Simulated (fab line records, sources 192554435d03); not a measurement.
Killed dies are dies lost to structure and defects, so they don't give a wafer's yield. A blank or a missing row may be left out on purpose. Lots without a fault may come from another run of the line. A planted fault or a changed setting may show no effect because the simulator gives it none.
fab line records | flow n5_finfet
record lots=12 wafers=30 last_day=17
route steps=1938 shown BEOL_M8@1352
lots that met no fault: from a run of the same line without faults
start_h: hours from the record's first day to the start of the lot's first wafer shown | wait_h: hours since the lot's step before | " the same as in the row above | L1.1+2: a row that stands for several wafers | - no value, or no start given | * or withheld: withheld | < > ~ a bound
route shown NAME@n: a module of which the file shows steps, and the number in the route of the first | usual: mean/standard deviation of fault-free wafers | same: alike in all rows | chamber/n: place in a boat | sites: the reading at each site | _std_site: their standard deviation | _edge_site: outer sites' mean less inner sites' | radius_mm: how far each site lies from the wafer's centre | mask NAME#n: copy n | behind: the tool/chamber that last shaped the wafer | hold: why the lot was held/for how many hours/how that ended | device: the transistor (n, p or np) that didn't switch | end of line: the same wafers' tests at the end of the route | a step without rows: its recipe alone | killed: dies lost to structure and defects at the first sort, not the wafer's yield | map: a wafer's dies, x killed, . not, _ none there
set.NAME: the setting as run; set.NAME@STEP: as run at that earlier step | model.NAME: the simulator's own value behind a step, which no gauge read
steps of the route over a sample of lots; a table a step, a row a wafer
services: from which hour (start_h, from the record's first day; less than 0 if before it) a tool's chamber was out of use, for how many hours, and why
## steps
# step N5_BEOL_M8_STRIP_67
# recipe chemistry=CF4 resist=SiARC power_w=300 bias_power_w=75 pressure_mtorr=50 cf4_flow_sccm=150 rf_frequency_hz=6e+07
# usual drypump_motor_current_A=5.7/0.41 oes_product_au=0.82/0.054 rf_vpp_V=271.8/1.6 showerhead_plenum_p_Torr=1.82/0.055 throttle_valve_pct=13.45/0.25
# columns lot.wafer tool chamber start_h wait_h drypump_motor_current_A oes_product_au rf_hours_counter_h rf_vpp_V showerhead_plenum_p_Torr throttle_valve_pct
L807.1 rie_diel-02 0 209.63 0.0 6.5 0.90 38 271.3 1.77 13.70
L807.2 " 3 " " 4.9 0.79 98 270.9 1.81 13.24
L809.1 rie_diel-02 0 209.88 0.0 6.4 0.89 38 270.4 1.77 13.72
L809.3 " 2 " " 5.6 0.68 257 270.7 1.75 13.73
L810.2 rie_diel-06 0 226.70 0.0 6.1 0.82 72 273.9 1.87 13.10
L810.3 " 3 " " 5.8 0.81 89 274.5 1.88 13.38
L810.6 " 3 " " 5.8 0.81 - 273.2 1.88 13.39
L811.1 rie_diel-06 2 230.62 0.0 5.1 0.84 50 271.1 1.80 13.08
L811.2 " 3 " " 5.8 0.80 91 273.4 1.88 13.38
L811.5 " 0 " " 6.1 0.82 - 271.6 1.87 13.10
L814.3 rie_diel-06 0 245.55 0.0 6.1 0.81 79 272.4 1.87 13.12
L814.4 " 3 " " 5.8 0.81 96 273.1 1.88 13.41
L815.1 rie_diel-03 2 259.77 0.0 5.5 0.85 63 274.6 1.89 13.68
L815.3 " 1 " " 5.6 0.86 42 272.3 1.90 13.48
L819.2 rie_diel-03 0 270.76 0.0 6.1 0.79 129 271.7 1.79 13.82
L819.4 " 2 " " 5.5 0.85 67 272.8 1.89 13.68
L819.6 " 3 " " 5.6 0.80 - 271.0 1.80 13.33
L821.1 rie_diel-02 0 277.10 0.0 6.4 0.86 65 271.9 1.77 13.79
L821.5 " 1 " " 5.7 0.90 - 271.6 1.83 13.18
L821.6 " 2 " " 5.6 0.93 - 272.0 1.74 13.15
L823.2 rie_diel-02 0 310.03 0.0 6.4 0.84 76 268.9 1.76 13.80
L823.5 " 2 " " 5.6 0.90 - 270.3 1.74 13.18
L823.6 " 3 " " 4.9 0.76 - 270.9 1.80 13.34
L827.2 rie_diel-06 1 332.76 0.0 6.1 0.74 154 270.7 1.72 13.67
L827.5 " 1 " " 6.1 0.74 - 269.9 1.72 13.66
L828.4 rie_diel-06 2 334.10 0.0 5.1 0.80 83 272.1 1.79 13.16
L828.6 " 2 " " 5.1 0.80 - 272.9 1.79 13.17
L830.1 rie_diel-06 3 341.79 0.0 5.8 0.77 130 272.5 1.87 13.47
L830.3 " 1 " " 6.1 0.74 159 269.0 1.72 13.67
L830.4 " 2 " " 5.1 0.79 87 271.8 1.79 13.19
# step N5_BEOL_M8_EXPOSE_25
# recipe mask_id=V7 na=0.33 source_shape=annular sigma_inner=0.4 sigma_outer=0.8 polarization=unpolarized target_cd_nm=40 dose_mj=42.5
# columns lot.wafer tool chamber start_h wait_h mask
L807.1+2 euv_scanner-02 0 212.30 - V7#0
L809.1+3 euv_scanner-01 0 213.26 - V7#0
L810.2+3+6 euv_scanner-02 0 227.35 - V7#0
L811.1+2+5 euv_scanner-02 0 233.17 - V7#0
L814.3+4 euv_scanner-02 0 246.18 - V7#0
L815.1+3 euv_scanner-01 0 260.40 - V7#0
L819.2+4+6 euv_scanner-01 0 271.29 - V7#0
L821.1+5+6 euv_scanner-02 0 278.90 - V7#0
L823.2+5+6 euv_scanner-02 0 311.71 - V7#0
L827.2+5 euv_scanner-01 0 333.76 - V7#0
L828.4+6 euv_scanner-01 0 335.58 - V7#0
L830.1+3+4 euv_scanner-01 0 344.37 - V7#0
# step N5_BEOL_M8_CD_MEAS_28
# recipe target_cd_nm=40 landing_energy_ev=500 detector=se_inlens
# usual cd_nm=39.91/0.22
# columns lot.wafer tool chamber start_h wait_h cd_nm
L807.1 cd_sem-01 0 212.43 - 39.60
L807.2 " 0 " " 39.98
L809.1 cd_sem-03 0 213.39 - 39.66
L809.3 " 0 " " 39.72
L810.2 cd_sem-03 0 227.47 - 40.10
L810.3 " 0 " " 39.83
L810.6 " 0 " " 39.98
L811.1 cd_sem-02 0 233.30 - 39.95
L811.2 " 0 " " 39.90
L811.5 " 0 " " 39.91
L814.3 cd_sem-03 0 246.30 - 40.00
L814.4 " 0 " " 39.98
L815.1 cd_sem-03 0 260.53 - 40.21
L815.3 " 0 " " 40.14
L819.2 cd_sem-03 0 271.42 - 40.15
L819.4 " 0 " " 39.93
L819.6 " 0 " " 39.99
L821.1 cd_sem-03 0 279.04 - 39.93
L821.5 " 0 " " 39.80
L821.6 " 0 " " 39.78
L823.2 cd_sem-01 0 311.84 - 39.77
L823.5 " 0 " " 40.03
L823.6 " 0 " " 39.82
L827.2 cd_sem-02 0 333.89 - 40.25
L827.5 " 0 " " 39.95
L828.4 cd_sem-02 0 335.70 - 39.87
L828.6 " 0 " " 39.62
L830.1 cd_sem-02 0 344.51 - 39.82
L830.3 " 0 " " 40.07
L830.4 " 0 " " 39.65
# step N5_BEOL_M8_OVL_MEAS_29
# recipe points_per_wafer=522
# usual V7_OVL=-0.1/0.63
# columns lot.wafer tool chamber start_h wait_h V7_OVL[nm]
L807.1 overlay-01 0 212.46 0.0 0.0
L807.2 " 0 " " 0.3
L809.1 overlay-01 0 213.42 0.0 -0.3
L809.3 " 0 " " 0.7
L810.2 overlay-02 0 227.51 0.0 -0.9
L810.3 " 0 " " -0.4
L810.6 " 0 " " -0.3
L811.1 overlay-02 0 233.33 0.0 0.7
L811.2 " 0 " " 0.2
L811.5 " 0 " " 0.3
L814.3 overlay-02 0 246.34 0.0 -1.6
L814.4 " 0 " " -0.9
L815.1 overlay-02 0 260.56 0.0 0.2
L815.3 " 0 " " -0.5
L819.2 overlay-01 0 271.45 0.0 -0.3
L819.4 " 0 " " -0.2
L819.6 " 0 " " -0.2
L821.1 overlay-01 0 279.07 0.0 11.6
L821.5 " 0 " " 12.4
L821.6 " 0 " " 12.0
L823.2 overlay-02 0 311.87 0.0 10.7
L823.5 " 0 " " 12.4
L823.6 " 0 " " 11.7
L827.2 overlay-02 0 333.92 0.0 -0.1
L827.5 " 0 " " 0.4
L828.4 overlay-02 0 335.74 0.0 0.6
L828.6 " 0 " " 0.5
L830.1 overlay-01 0 344.54 0.0 -0.1
L830.3 " 0 " " -0.1
L830.4 " 0 " " -0.7
# step N5_BEOL_M8_STRIP_80
# recipe chemistry=N2/H2 time_s=10 power_w=450 temp_c=40 pressure_mtorr=20 rf_frequency_hz=6e+07 bias_power_w=7 n2_flow_sccm=200 h2_flow_sccm=200
# usual drypump_motor_current_A=5.7/0.41 n2_flow_sccm=200.1/0.56 oes_product_au=0.83/0.058 rf_vpp_V=59.3/0.91 showerhead_plenum_p_Torr=2.58/0.084 throttle_valve_pct=23.6/0.38
# columns lot.wafer tool chamber start_h wait_h drypump_motor_current_A n2_flow_sccm oes_product_au rf_hours_counter_h rf_vpp_V showerhead_plenum_p_Torr throttle_valve_pct
L807.1 rie_diel-06 0 - - 6.2 199.8 0.83 67 59.5 2.69 23.4
L807.2 " 1 " " 6.1 200.5 0.76 116 57.6 2.43 23.3
L809.1 rie_diel-02 0 - - 6.4 200.4 0.91 40 57.6 2.48 24.1
L809.3 " 2 " " 5.6 199.4 0.66 259 58.4 2.48 23.9
L810.2 rie_diel-06 0 - - 6.1 200.7 0.83 72 60.4 2.69 23.4
L810.3 " 3 " " 5.8 200.0 0.83 89 59.2 2.67 23.3
L810.6 " 1 " " 6.1 201.1 0.76 - 58.4 2.43 23.3
L811.1 rie_diel-03 1 - - 5.7 200.3 0.89 33 60.2 2.68 23.1
L811.2 " 2 " " 5.5 199.8 0.87 55 59.2 2.70 24.2
L811.5 " 3 " " 5.6 200.1 0.83 - 58.0 2.58 23.8
L814.3 rie_diel-02 3 - - 4.9 199.4 0.77 115 59.8 2.56 23.4
L814.4 " 3 " " 4.9 199.7 0.78 - 59.1 2.56 23.4
L815.1 rie_diel-03 1 - - 5.7 199.8 0.87 42 59.2 2.68 23.1
L815.3 " 0 " " 6.1 200.0 0.81 125 59.8 2.55 24.2
L819.2 rie_diel-02 0 - - 6.4 201.0 0.88 62 59.4 2.47 24.2
L819.4 " 3 " " 4.9 199.6 0.77 123 59.9 2.56 23.4
L819.6 " 2 " " 5.6 199.0 0.97 - 58.2 2.47 23.4
L821.1 rie_diel-03 0 - - 6.1 199.7 0.80 133 58.1 2.54 24.2
L821.5 " 0 " " 6.1 199.2 0.79 - 59.8 2.54 24.2
L821.6 " 3 " " 5.7 200.4 0.80 - 60.3 2.57 23.8
L823.2 rie_diel-03 2 - - 5.5 201.3 0.83 83 60.7 2.69 24.2
L823.5 " 3 " " 5.7 200.4 0.79 - 60.1 2.57 23.8
L823.6 " 0 " " 6.2 200.6 0.78 - 59.0 2.54 24.2
L827.2 rie_diel-03 3 - - 5.7 199.1 0.78 109 59.9 2.56 23.8
L827.5 " 3 " " 5.7 200.8 0.78 - 59.8 2.56 23.8
L828.4 rie_diel-06 0 - - 6.1 199.5 0.79 111 59.9 2.68 23.5
L828.6 " 1 " " 6.1 199.3 0.73 - 58.1 2.41 23.4
L830.1 rie_diel-03 3 - - 5.6 199.4 0.78 115 59.9 2.56 23.8
L830.3 " 2 " " 5.5 199.9 0.82 97 60.0 2.68 24.2
L830.4 " 1 " " 5.7 200.0 0.83 76 60.1 2.66 23.1
## services
# columns tool chamber start_h hours kind
rie_diel-03 1 186.86 6.5 repair
rie_diel-02 1 193.11 - clean
rie_diel-02 1 193.11 - consumable_replace:focus_ring
rie_diel-02 1 193.11 25.0 scheduled_down
euv_scanner-01 - 196.86 1.0 pm
rie_diel-03 1 202.38 5.7 repair
rie_diel-03 - 207.12 0.4 repair
euv_scanner-01 - 207.38 1.3 repair
rie_diel-02 2 220.79 6.6 repair
rie_diel-02 3 222.10 1.4 repair
euv_scanner-01 - 231.55 18.0 repair
euv_scanner-02 - 239.55 0.3 repair
rie_diel-03 2 246.73 2.6 repair
euv_scanner-02 - 249.51 1.0 pm
euv_scanner-01 - 253.01 1.0 pm
euv_scanner-01 - 254.02 4.6 pm
euv_scanner-02 - 259.53 1.8 repair
euv_scanner-01 - 290.26 5.8 pm
euv_scanner-02 - 296.07 1.0 pm
rie_diel-06 - 307.32 2.8 pm
euv_scanner-01 - 309.16 1.0 pm
euv_scanner-02 - 324.62 0.3 repair
rie_diel-02 - 329.88 24.2 repair
euv_scanner-02 - 331.70 4.6 pm
## key
first_sign step=N5_BEOL_M8_OVL_MEAS_29 reading=V7_OVL direction=up sigmas=19 usual=-0.1 struck=11.8
effect none on later readings
met_at N5_BEOL_M8_EXPOSE_25
struck_lots L821,L823
not_acting_at N5_BEOL_M8_STRIP_67,N5_BEOL_M8_CD_MEAS_28,N5_BEOL_M8_STRIP_80
onset_between 246.18 278.90
fault kind=scanner_matching_overlay tool=euv_scanner-02 chamber=- onset_h=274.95 steps=N5_BEOL_M8_EXPOSE_25 offset=12.103
